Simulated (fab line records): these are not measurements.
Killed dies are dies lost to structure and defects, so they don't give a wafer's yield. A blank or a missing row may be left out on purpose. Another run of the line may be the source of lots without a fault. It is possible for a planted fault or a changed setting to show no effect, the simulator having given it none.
fab line records	flow nandHarc
record lots=5	wafers=15	lastDay=34
route steps=1302 shown P_ZERO_WELL@29
lots that met no fault: from a run of the same line without faults
startH: hours from the record's opening day to when the first of the lot's shown wafers began	waitH: hours elapsed since this lot's preceding step	" identical to the entry in the row above	L1.1+2: one row covering several wafers at once	- no value, or no start was given	* or withheld: withheld	< > ~ a bound
route shown NAME@n: NAME is a module with steps in the file, n the number in the route of the first one	usual: mean and standard deviation over wafers with no fault	same: alike in all rows	chamber/n: place in a boat	sites: each site's reading	_std_site: standard deviation of those values	_edge_site: the outer-site mean with the inner-site mean subtracted	radiusMm: how far each site lies from the wafer's centre	mask NAME#n: copy n	behind: the most recent tool/chamber to have shaped the wafer	hold: reason for holding the lot/hours on hold/outcome of the hold	device: the n, p or np transistor that did not switch	end of line: the route-end tests of the same wafers	where a step has no rows: the recipe by itself	killed: the dies lost at the first sort to structure and to defects; this is not the yield of the wafer	map: the dies of a wafer, with x for killed, . for not killed, _ for no die there
set.NAME: the setting as run; set.NAME@STEP: as run at that earlier step	model.NAME: the simulator's own value behind a step, which no gauge read
a table for each step, a row for each wafer; lots at some steps of the route
services: when a tool's chamber went out of use (startH, in hours from the record's first day, below 0 if earlier), for how many hours, and the reason
## steps
# step NHARC_P_ZERO_WELL_CD_MEAS_24
# recipe targetCdNm=720	landingEnergyEv=500
# usual cdNm=720.2/2.4
# same landingEnergyEv=500
lot.wafer	tool	chamber	startH	waitH	cdNm
L220.1	cdSem-03	0	62.64	-	721.5
L220.3	"	0	"	"	723.0
L220.4	"	0	"	"	722.9
L222.3	cdSem-03	0	82.59	-	720.3
L222.4	"	0	"	"	719.7
L222.5	"	0	"	"	721.6
L224.2	cdSem-01	0	102.58	-	721.5
L224.3	"	0	"	"	723.0
L224.6	"	0	"	"	720.6
L236.2	cdSem-03	0	224.52	-	721.3
L236.5	"	0	"	"	722.7
L236.6	"	0	"	"	718.7
L239.2	cdSem-02	0	252.58	-	718.9
L239.3	"	0	"	"	717.6
L239.4	"	0	"	"	717.0
# step NHARC_P_ZERO_WELL_HARDBAKE_25
# recipe tempC=125	timeS=80
# step NHARC_P_ZERO_WELL_DESCUM_26
# recipe timeS=3	o2FlowSccm=200	arFlowSccm=0	biasPowerW=0	chemistry=O2
# usual drypumpMotorCurrentA=5.8/0.44	oesProductAu=1.002/0.0095	rfVppV=57.9/0.93	showerheadPlenumPTorr=1.91/0.084	throttleValvePct=11.311/0.0093
# same timeS=3
lot.wafer	tool	chamber	startH	waitH	drypumpMotorCurrentA	oesProductAu	rfHoursCounterH	rfVppV	showerheadPlenumPTorr	throttleValvePct
L220.3	rieDiel-09	1	62.80	-	5.2	1.012	28	58.1	1.89	11.290
L220.1	"	2	"	"	6.0	1.017	29	58.7	1.93	11.310
L220.4	"	0	"	"	6.3	1.015	32	58.0	1.89	11.295
L222.3	rieDiel-02	0	82.76	-	6.2	0.996	12	56.2	1.83	11.313
L222.4	"	2	"	"	5.1	1.012	8	58.8	1.81	11.306
L222.5	"	3	"	"	5.9	0.993	-	57.4	1.79	11.306
L224.3	rieDiel-05	3	102.75	-	5.9	0.986	15	57.0	2.00	11.319
L224.2	"	1	"	"	6.0	0.973	14	56.7	1.84	11.310
L224.6	"	3	"	"	5.9	0.995	-	59.0	2.00	11.292
L236.2	rieDiel-09	1	224.71	-	5.3	1.016	21	57.3	1.88	11.299
L236.5	"	2	"	"	6.0	1.003	-	58.6	1.92	11.311
L236.6	"	3	"	"	5.0	0.984	-	60.3	1.99	11.300
L239.2	rieDiel-05	0	252.74	-	5.8	0.995	2	56.7	1.81	11.297
L239.3	"	1	"	"	6.0	1.004	2	57.5	1.82	11.304
L239.4	"	3	"	"	5.8	0.989	2	58.8	1.98	11.318
# step NHARC_P_ZERO_WELL_IMPLANT_27
# recipe energyKev=600	doseCm2=1e+13	tiltDeg=7
# step NHARC_P_ZERO_WELL_IMPLANT_57
# recipe energyKev=250	doseCm2=4e+12	tiltDeg=7
# step NHARC_P_ZERO_WELL_IMPLANT_58
# recipe energyKev=100	doseCm2=2e+12	tiltDeg=7
# step NHARC_P_ZERO_WELL_STRIP_28
# recipe timeS=840	tempC=130	chemistry=SPM
# step NHARC_P_ZERO_WELL_DEHYDRATE_29
# recipe tempC=150	timeS=120
# step NHARC_P_ZERO_WELL_HMDS_30
# recipe timeS=30
# step NHARC_P_ZERO_WELL_COAT_31
# recipe spinRpm=withheld
# step NHARC_P_ZERO_WELL_SOFTBAKE_32
# recipe tempC=122	timeS=95
# step NHARC_P_ZERO_WELL_EBR_33
# step NHARC_P_ZERO_WELL_EXPOSE_34
# recipe na=0.6	targetCdNm=720	doseMj=22.31	maskId=P_PWELL
lot.wafer	tool	chamber	startH	waitH	mask
L220.1+3+4	krfScanner-03	0	64.12	-	P_PWELL#0
L222.3+4+5	krfScanner-04	0	83.96	-	P_PWELL#0
L224.2+3+6	krfScanner-03	0	103.98	-	P_HVPW#0
L236.2+5+6	krfScanner-02	0	226.06	-	P_PWELL#0
L239.2+3+4	krfScanner-03	0	254.11	-	P_PWELL#0
# step NHARC_P_ZERO_WELL_PEB_35
# recipe pebTempC=118	pebTimeS=85
# step NHARC_P_ZERO_WELL_DEVELOP_36
# recipe timeS=70
# step NHARC_P_ZERO_WELL_CD_MEAS_37
# recipe targetCdNm=720	landingEnergyEv=500
# usual cdNm=720.1/1.7
# same landingEnergyEv=500
lot.wafer	tool	chamber	startH	waitH	cdNm
L220.1	cdSem-02	0	64.28	-	720.7
L220.3	"	0	"	"	718.9
L220.4	"	0	"	"	721.3
L222.3	cdSem-03	0	84.11	-	723.8
L222.4	"	0	"	"	721.2
L222.5	"	0	"	"	722.5
L224.2	cdSem-02	0	104.13	-	-
L224.3	"	0	"	"	-
L224.6	"	0	"	"	-
L236.2	cdSem-02	0	226.21	-	720.1
L236.5	"	0	"	"	717.3
L236.6	"	0	"	"	717.3
L239.2	cdSem-02	0	254.27	-	720.1
L239.3	"	0	"	"	720.6
L239.4	"	0	"	"	719.2
# step NHARC_P_ZERO_WELL_HARDBAKE_38
# recipe tempC=125	timeS=80
## services
tool	chamber	startH	hours	kind
rieDiel-09	1	40.98	2.6	repair
rieDiel-02	-	46.07	9.0	pm
krfScanner-03	-	52.00	4.0	pm
rieDiel-05	-	52.75	9.0	pm
rieDiel-05	1	80.43	3.7	repair
rieDiel-02	3	85.52	4.8	repair
krfScanner-02	-	94.00	4.0	pm
rieDiel-02	-	100.00	0.5	repair
rieDiel-05	2	101.30	4.5	repair
rieDiel-02	2	109.23	9.1	repair
rieDiel-02	1	116.10	7.6	repair
rieDiel-05	0	119.67	5.2	repair
krfScanner-03	-	121.22	10.0	repair
rieDiel-02	1	128.59	4.1	repair
krfScanner-03	-	139.82	7.1	repair
rieDiel-05	1	142.11	29.6	repair
rieDiel-09	-	143.82	9.0	pm
rieDiel-05	2	156.37	16.7	repair
rieDiel-05	0	172.33	6.0	repair
krfScanner-04	-	182.00	4.0	pm
rieDiel-09	-	214.17	0.1	repair
rieDiel-02	-	223.29	9.0	pm
krfScanner-03	-	224.00	4.0	pm
rieDiel-05	-	229.76	9.0	pm
## key
firstSign step=NHARC_P_ZERO_WELL_EXPOSE_34	reading=mask	direction=changed
effect step=NHARC_P_ZERO_WELL_CD_MEAS_37	reading=cdNm	direction=missing
metAt NHARC_P_ZERO_WELL_EXPOSE_34
struckWafers L224.2,L224.3,L224.6
laterRowsLeftOut L224.2,L224.3,L224.6
sortLeftOut L224.2,L224.3,L224.6
testerLeftOut L224
onsetBetween 64.12 103.98
fault kind=wrongMask	tool=any	chamber=-	onsetH=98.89	steps=NHARC_P_ZERO_WELL_EXPOSE_34	auxCopy=P_HVPW#0	scope=struckLotsOnly
# testerLeftOut: of these lots the tester's yield and bins aren't shown, on N5 and GAA mostly nor the transistor test; their killed dies are dies lost to structure and defects alone, not to doping, threshold or leakage, so they don't give the yield
# sortLeftOut: the simulated sort isn't trusted on such a fault, so these wafers' sort isn't shown, and their yield isn't known
# laterRowsLeftOut: the simulator's readings of these wafers behind a module that went badly wrong aren't trusted and aren't shown, but for the sort
